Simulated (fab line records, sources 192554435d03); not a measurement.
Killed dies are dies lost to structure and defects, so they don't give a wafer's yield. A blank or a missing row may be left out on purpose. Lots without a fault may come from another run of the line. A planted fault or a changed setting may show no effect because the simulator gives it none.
fab line records | flow n5_finfet
record lots=6 wafers=18 last_day=17
route steps=1938 shown SDB@362
lots that met no fault: from a run of the same line without faults
start_h: hours from the record's first day to the start of the lot's first wafer shown | wait_h: hours since the lot's step before | " the same as in the row above | L1.1+2: a row that stands for several wafers | - no value, or no start given | * or withheld: withheld | < > ~ a bound
route shown NAME@n: a module of which the file shows steps, and the number in the route of the first | usual: mean/standard deviation of fault-free wafers | same: alike in all rows | chamber/n: place in a boat | sites: the reading at each site | _std_site: their standard deviation | _edge_site: outer sites' mean less inner sites' | radius_mm: how far each site lies from the wafer's centre | mask NAME#n: copy n | behind: the tool/chamber that last shaped the wafer | hold: why the lot was held/for how many hours/how that ended | device: the transistor (n, p or np) that didn't switch | end of line: the same wafers' tests at the end of the route | a step without rows: its recipe alone | killed: dies lost to structure and defects at the first sort, not the wafer's yield | map: a wafer's dies, x killed, . not, _ none there
set.NAME: the setting as run; set.NAME@STEP: as run at that earlier step | model.NAME: the simulator's own value behind a step, which no gauge read
lots at some steps of the route; a table a step, a row a wafer
services: from which hour (start_h, from the record's first day; less than 0 if before it) a tool's chamber was out of use, for how many hours, and why
## steps
# step N5_SDB_STRIP_19
# recipe chemistry=N2/H2 temp_c=40 n2_flow_sccm=200 h2_flow_sccm=200 rf_frequency_hz=6e+07
# step N5_SDB_STRIP_21
# recipe chemistry=CF4 resist=SiARC power_w=300 bias_power_w=75 pressure_mtorr=50 cf4_flow_sccm=150 rf_frequency_hz=6e+07
# usual drypump_motor_current_A=5.9/0.43 oes_product_au=0.78/0.069 rf_vpp_V=272.2/1.3 showerhead_plenum_p_Torr=1.84/0.045 throttle_valve_pct=13.51/0.22
# columns lot.wafer tool chamber start_h wait_h drypump_motor_current_A oes_product_au rf_hours_counter_h rf_vpp_V showerhead_plenum_p_Torr throttle_valve_pct
L154.1 rie_diel-05 0 65.16 0.0 6.2 0.70 248 270.5 1.70 13.72
L154.3 " 1 " " 5.9 0.78 106 273.4 1.86 13.80
L154.6 " 1 " " 5.8 0.78 - 272.0 1.86 13.82
L160.1 rie_diel-04 3 105.63 0.0 6.3 0.84 52 272.8 1.82 13.22
L160.2 " 2 " " 6.3 0.83 64 271.7 1.88 13.48
L160.6 " 3 " " 6.3 0.84 - 272.0 1.82 13.21
L167.1 rie_diel-05 2 150.14 0.0 5.4 0.83 66 271.2 1.78 13.42
L167.2 " 0 " " 6.2 0.89 22 273.2 1.90 13.18
L167.6 " 0 " " 6.2 0.89 - 274.2 1.90 13.20
L169.2 rie_diel-06 0 157.19 0.0 6.3 0.72 194 272.6 1.83 13.75
L169.3 " 0 " " 6.3 0.73 - 272.5 1.83 13.73
L169.5 " 0 " " 6.3 0.73 - 273.0 1.83 13.73
L173.1 rie_diel-05 2 188.75 0.0 5.4 0.81 79 269.7 1.78 13.46
L173.2 " 3 " " 5.8 0.71 222 272.8 1.84 13.42
L173.6 " 2 " " 5.4 0.82 - 270.5 1.78 13.45
L176.3 rie_diel-04 2 199.30 0.0 6.3 0.78 95 273.7 1.87 13.57
L176.4 " 2 " " 6.3 0.78 - 271.9 1.87 13.58
L176.5 " 1 " " 5.8 0.67 - 272.2 1.85 13.61
# step N5_SDB_HM_OPEN_20
# recipe chemistry=CH3F/O2 target=SiNx mask_material=SOC target_depth_a=240 stop_on=poly-Si over_etch_frac=0.4 ion_energy_ev=120 pressure_mtorr=30 source_w=395 bias_w=73 Ar_flow_sccm=150 CH3F_flow_sccm=30 O2_flow_sccm=20
# usual drypump_motor_current_A=5.9/0.43 oes_product_au=0.65/0.058 rf_vpp_V=299/5.2 showerhead_plenum_p_Torr=2.06/0.064 throttle_valve_pct=16.27/0.3
# columns lot.wafer tool chamber start_h wait_h drypump_motor_current_A oes_product_au rf_hours_counter_h rf_vpp_V showerhead_plenum_p_Torr throttle_valve_pct
L154.1 rie_diel-05 0 65.18 0.0 6.2 0.57 248 290 1.87 16.32
L154.3 " 1 " " 5.8 0.64 106 298 2.12 16.75
L154.6 " 1 " " 5.8 0.65 - 300 2.11 16.77
L160.1 rie_diel-04 3 105.65 0.0 6.3 0.70 52 299 2.03 15.97
L160.2 " 2 " " 6.3 0.68 64 297 2.13 16.36
L160.6 " 3 " " 6.3 0.71 - 299 2.03 15.95
L167.1 rie_diel-05 2 150.16 0.0 5.4 0.67 66 301 1.95 15.99
L167.2 " 0 " " 6.2 0.74 22 296 2.11 15.90
L167.6 " 0 " " 6.2 0.73 - 296 2.11 15.89
L169.2 rie_diel-06 0 157.22 0.0 6.4 0.60 194 314 2.08 16.65
L169.3 " 0 " " 6.3 0.61 - 313 2.08 16.64
L169.5 " 0 " " 6.3 0.62 - 314 2.08 16.65
L173.1 rie_diel-05 2 188.77 0.0 5.4 0.68 79 303 1.94 16.01
L173.2 " 3 " " 5.9 0.59 222 298 2.05 16.07
L173.6 " 2 " " 5.4 0.69 - 302 1.94 16.02
L176.3 rie_diel-04 2 199.32 0.0 6.3 0.66 95 298 2.11 16.41
L176.4 " 2 " " 6.3 0.66 - 297 2.11 16.40
L176.5 " 1 " " 5.8 0.57 - 294 2.06 16.27
# step N5_SDB_STRIP_22
# recipe chemistry=N2/H2 power_w=1000 temp_c=250 h2_frac=0.65 overash_fraction=0.3 pressure_mtorr=withheld n2_flow_sccm=1750 h2_flow_sccm=3250
# usual drypump_motor_current_A=5.60/0.25 heater_power_w=357/33 oes_product_au=0.714/0.0045 strip_time_to_endpoint_s=96.2/0.46
# same overash_fraction=0.3
# columns lot.wafer tool chamber start_h wait_h drypump_motor_current_A heater_power_w oes_product_au rf_hours_counter_h strip_time_to_endpoint_s
L154.1 plasma_asher-02 1 65.26 0.1 5.79 362 0.715 88 96.8
L154.3 " 1 " " 5.78 374 0.718 - 96.4
L154.6 " 1 " " 5.79 364 0.712 - 96.5
L160.1 plasma_asher-01 1 105.73 0.1 5.54 395 0.716 42 96.5
L160.2 " 0 " " 5.84 370 0.715 42 96.2
L160.6 " 1 " " 5.55 397 0.706 - 96.2
L167.1 plasma_asher-02 0 150.24 0.1 5.21 302 0.710 106 95.5
L167.2 " 1 " " 5.81 367 0.706 106 95.7
L167.6 " 0 " " 5.21 303 0.721 - 95.9
L169.2 plasma_asher-02 0 157.33 0.1 5.22 305 0.717 108 95.6
L169.3 " 1 " " 5.79 357 0.712 - 96.0
L169.5 " 1 " " 5.80 367 0.717 - 95.9
L173.1 plasma_asher-01 1 188.85 0.1 5.53 401 0.715 58 96.1
L173.2 " 0 " " 5.86 373 0.716 58 96.5
L173.6 " 0 " " 5.83 373 0.719 - 95.8
L176.3 plasma_asher-01 0 199.44 0.1 5.87 366 0.720 - 95.9
L176.4 " 1 " " 5.53 388 0.718 - 95.7
L176.5 " 0 " " 5.84 371 0.709 - 96.5
# step N5_SDB_PRECLEAN_23
# recipe chemistry=dHF time_s=30 temp_c=25 dilution=withheld
# step N5_SDB_DUMMY_REMOVE_24
# recipe chemistry=TMAH temp_c=70 target=poly-Si stop_on=SiO2 target_depth_nm=142 conc_wt_pct=5 time_s=57 dry=ipa_marangoni rinse_time_s=30 rinse_temp_c=23
# step N5_SDB_ETCH_25
# recipe chemistry=C4F6/O2 target=SiO2 target_depth_a=100 time_s=3.3 ion_energy_ev=250 mask_material=SiNx pressure_mtorr=30 source_w=345 bias_w=185 Ar_flow_sccm=300 C4F6_flow_sccm=10 O2_flow_sccm=10
# step N5_SDB_CUT_ETCH_26
# recipe chemistry=HBr/Cl2/O2 target=Si target_depth_a=1296 bt_time_s=20 mask_material=SiNx time_s=51.8 ion_energy_ev=* bias_w=* pressure_mtorr=10 icp_w=800 HBr_flow_sccm=150 Cl2_flow_sccm=80 O2_flow_sccm=12
# usual drypump_motor_current_A=5.9/0.37 mfc_cl2_sccm=79.99/0.24 oes_product_au=0.998/0.013 throttle_valve_pct=37.2/0.35
# columns lot.wafer tool chamber start_h wait_h drypump_motor_current_A mfc_cl2_sccm oes_product_au rf_hours_counter_h throttle_valve_pct
L154.1 rie_si-01 2 65.56 0.1 5.6 80.34 0.983 5 37.2
L154.3 " 1 " " 6.0 80.03 1.006 77 37.1
L154.6 " 0 " " 5.5 79.66 0.990 - 37.3
L160.1 rie_si-04 2 106.31 0.1 5.7 80.17 1.010 93 37.6
L160.2 " 0 " " 5.6 80.02 0.987 8 36.7
L160.6 " 1 " " 5.8 80.04 1.012 - 37.1
L167.1 rie_si-02 3 150.75 0.1 6.8 80.12 0.978 42 37.1
L167.2 " 1 " " 5.5 80.28 0.992 40 37.4
L167.6 " 1 " " 5.6 79.88 0.991 - 37.4
L169.2 rie_si-01 1 157.67 0.1 6.0 80.31 1.004 79 37.1
L169.3 " 0 " " 5.5 79.71 0.982 87 37.3
L169.5 " 3 " " 6.2 79.90 1.007 - 38.2
L173.1 rie_si-01 1 189.91 0.1 6.0 79.89 1.015 80 37.1
L173.2 " 3 " " 6.2 79.77 1.009 78 38.2
L173.6 " 2 " " 5.6 80.01 0.978 - 37.2
L176.3 rie_si-04 1 199.70 0.1 5.8 80.05 1.021 2 37.1
L176.4 " 0 " " 5.6 79.84 0.981 10 36.7
L176.5 " 0 " " 5.6 79.84 0.996 - 36.7
# step N5_SDB_PRECLEAN_38
# recipe chemistry=dHF time_s=10 dilution=750:1 temp_c=25
# step N5_SDB_PRECLEAN_39
# recipe chemistry=O3/DIW time_s=45 temp_c=22 o3_ppm=10
# step N5_SDB_SRD_28
# recipe dry=ipa_marangoni time_s=30 temp_c=23 rinse_liquid=diw
# step N5_SDB_ALD_29
# recipe material=SiNx target_thk_a=300 temp_c=400 ald_precursor_family=SiH2I2 ald_co_reactant=N2/H2-plasma pulse_time_s=1 ald_cycles=600 purge_time_s=2 co_reactant_purge_time_s=2 pressure_torr=2
# usual heater_power_outer_w=510/86 heater_power_w=839/120 precursor_pulse_height_rel=1.001/0.018
# columns lot.wafer tool chamber start_h wait_h heater_power_outer_w heater_power_w precursor_pulse_height_rel
L154.1 ald_sin-01 2 65.75 0.0 410 694 1.007
L154.3 " 1 " " 399 603 1.017
L154.6 " 0 67.10 1.4 566 946 1.036
L160.1 ald_sin-02 3 106.49 0.0 584 894 0.996
L160.2 " 2 " " 469 874 1.012
L160.6 " 0 107.84 1.4 547 892 0.971
L167.1 ald_sin-04 0 150.93 0.0 547 908 0.998
L167.2 " 3 " " 506 871 0.983
L167.6 " 0 152.29 1.4 558 911 0.995
L169.2 ald_sin-02 1 157.85 0.0 453 758 0.986
L169.3 " 0 " " 545 922 0.979
L169.5 " 0 159.20 1.4 570 930 0.985
L173.1 ald_sin-04 2 190.55 0.5 383 695 0.975
L173.2 " 1 " " 538 856 1.006
L173.6 " 1 191.90 1.8 496 843 1.019
L176.3 ald_sin-01 1 199.89 0.0 392 566 1.030
L176.4 " 0 " " 582 927 1.019
L176.5 " 1 201.24 1.4 383 573 0.986
# step N5_SDB_CMP_30
# recipe stop_on=poly-Si t_overpolish_s=1.54 post_cmp_clean=alkaline_brush down_force_psi=4.1491 platen_rpm=51.796 pad_velocity_m_s=1.0306 target_thk_nm=30
# usual head_pressure_psi=4.148/0.009 motor_current_A=12.4/1.1 overpolish_run_s=1.540/0.0092 time_to_endpoint_s=17/4
# columns lot.wafer tool chamber start_h wait_h head_pressure_psi motor_current_A overpolish_run_s time_to_endpoint_s
L154.3 cmp-01 2 68.52 1.4 4.157 13.2 1.540 12
L154.1 " 3 " " 4.159 11.2 1.532 11
L154.6 " 2 " " 4.151 13.3 1.532 10
L160.2 cmp-02 0 109.22 1.4 4.160 13.5 1.545 18
L160.1 " 2 " " 4.140 12.2 1.529 24
L160.6 " 0 " " 4.159 14.4 1.530 16
L167.2 cmp-01 2 153.67 1.4 4.367 12.9 1.554 12
L167.1 " 3 " " 4.351 10.8 1.548 12
L167.6 " 3 " " 4.362 11.7 1.533 15
L169.3 cmp-01 1 160.62 1.4 4.375 11.9 1.539 15
L169.2 " 2 " " 4.370 12.7 1.545 13
L169.5 " 0 " " 4.370 13.4 1.539 18
L173.1 cmp-02 0 193.32 1.4 4.133 14.0 1.540 15
L173.2 " 2 " " 4.142 12.8 1.529 24
L173.6 " 3 " " 4.149 10.8 1.535 18
L176.3 cmp-04 1 203.01 1.8 4.136 13.7 1.523 15
L176.4 " 2 " " 4.142 10.5 1.541 13
L176.5 " 1 " " 4.143 14.4 1.554 14
# step N5_SDB_THK_MEAS_31
# recipe reads=a-Si_of_DUMMY_GATE_CVD_03
# usual SDB_THK=64.1/1.5
# columns lot.wafer tool chamber start_h wait_h SDB_THK[nm]
L154.1 film_metro-01 - 68.82 - 62.4
L154.3 " - " " 67.0
L154.6 " - " " 62.3
L160.1 film_metro-02 - 109.52 - 62.2
L160.2 " - " " 61.4
L160.6 " - " " 61.8
L167.1 film_metro-01 - 153.96 - 64.2
L167.2 " - " " 67.9
L167.6 " - " " 67.2
L169.2 film_metro-02 - 160.88 - 63.7
L169.3 " - " " 64.4
L169.5 " - " " 65.7
L173.1 film_metro-01 - 193.58 - 64.9
L173.2 " - " " 64.6
L173.6 " - " " 64.3
L176.3 film_metro-01 - 203.27 - 64.6
L176.4 " - " " 63.2
L176.5 " - " " 63.1
## services
# columns tool chamber start_h hours kind
rie_si-04 3 41.88 2.1 repair
cmp-04 - 44.06 3.6 repair
rie_diel-05 - 47.62 0.7 repair
rie_diel-06 2 59.96 2.2 repair
cmp-02 - 63.24 5.5 pm
ald_sin-01 3 63.61 4.6 repair
rie_diel-04 1 65.80 6.9 repair
cmp-02 - 79.05 0.7 repair
ald_sin-01 3 79.10 6.3 repair
rie_si-01 0 83.12 11.9 repair
ald_sin-04 - 87.26 14.0 pm
rie_si-02 3 93.25 2.0 repair
cmp-02 - 96.29 1.2 repair
cmp-04 - 97.14 1.4 repair
rie_si-04 3 101.02 8.2 repair
cmp-01 - 129.16 0.3 repair
rie_diel-05 2 133.03 8.9 repair
rie_diel-04 - 137.93 0.3 repair
plasma_asher-02 - 176.13 1.0 repair
rie_diel-06 - 176.36 0.6 repair
ald_sin-01 - 178.72 14.0 pm
ald_sin-04 - 188.60 1.9 repair
rie_si-04 - 190.43 0.5 repair
ald_sin-04 2 200.11 3.1 repair
## key
first_sign step=N5_SDB_CMP_30 reading=head_pressure_psi direction=up sigmas=24 usual=4.148 struck=4.366
effect none on later readings
met_at N5_SDB_CMP_30
struck_wafers L167.1,L167.2,L167.6,L169.2,L169.3,L169.5
tester_left_out L167,L169
onset_between 68.52 153.67
fault kind=process_parameter_drift tool=cmp-01 chamber=- onset_h=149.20 steps=N5_SDB_CMP_30 channel=down_force_psi offset=0.22309 shape=step end_h=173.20 acts_in=these_recipes_only stated=4.1491
# tester_left_out: of these lots the tester's yield and bins aren't shown, on N5 and GAA mostly nor the transistor test; their killed dies are dies lost to structure and defects alone, not to doping, threshold or leakage, so they don't give the yield
